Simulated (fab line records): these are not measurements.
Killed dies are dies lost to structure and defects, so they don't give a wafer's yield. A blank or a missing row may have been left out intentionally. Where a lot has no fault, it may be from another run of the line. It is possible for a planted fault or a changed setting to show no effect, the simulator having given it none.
8D (eight disciplines) problem report, filled in by code ; flow n5 finfet ; the parts of the form that need people (team, actions taken, sign-off) are left out

1. THE ISSUE
spin speed rpm at N5_BEOL_M13_COAT_66 reads a mean of 1674.3 rpm on 6 wafers of 2 lots; wafers without a fault read 1500.0 rpm with a standard deviation of 0.96. That is +99 or more standard deviations from the usual mean.
The step: time 60 s, resist thk 110 nm.
First seen on wafer L422.1, day 16 06:50, on litho track-05. At this step, 33 wafers from 11 lots have a number in the record. The rule behind "out" and "out of limits": a value lying over 4 standard deviations away from the usual mean. The rest of the wafers with a number are treated as sound.

2. WHAT THIS IS AND IS NOT
question;is;is not
which readings at this step;spin speed rpm;-
which lots;L422, L423;L409, L410, L412, L414, L425, L427, L428, L429, L431
which wafers of those lots;all that have a number;-
read on which tools;litho track-05;litho track-01, litho track-03
when;from day 16 06:50;"up to then (12 sound wafers); but 15 sound wafers of L425, L427, L428, L429, L431 came after"

3. WHAT RULES OUT EACH SUSPECT
Counting: any tool at a process step up to the reading is kept as a suspect provided that every lot that is out went through it and no sound lot did after the first of them.
- litho track-05 at N5_BEOL_M13_COAT_66 (time 60 s, resist thk 110 nm): kept. It processed each lot that is out, first L422 at day 16 06:50, and no sound lot thereafter; up to then, the last sound lot it processed was L410 at day 12 17:17. Its own readings are out on those wafers: spin speed rpm.
After counting, what remains is litho track-05 at N5_BEOL_M13_COAT_66.

4. THE CAUSE (what the simulator had put in)
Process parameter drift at N5_BEOL_M13_COAT_66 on litho track-05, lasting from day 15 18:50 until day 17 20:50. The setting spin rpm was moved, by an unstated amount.
The count eliminated every tool but this one.

5. THE CHAIN OF EFFECTS, in route order
Each row: a reading whose mean over the struck wafers that have a number lies more than 3 standard deviations from the usual. Only readings whose record carries a usual standard deviation are examined. hours: median over the lots of the time between each lot's start at the first step of this table that gives one and its start at this step. sigmas: the change, counted in usual standard deviations.
hours;step;reading;usual;on struck wafers;change;sigmas
0;N5_BEOL_M13_COAT_66;spin speed rpm;1500.0 rpm;1674.3;+174.3;+99 or more
Process steps it contains:
- N5_BEOL_M13_COAT_66: time 60 s, resist thk 110 nm.

6. WHAT WOULD HAVE CAUGHT IT SOONER
In this record no reading fell out of limits until day 16 06:50, 12 hours after the fault had begun at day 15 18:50.
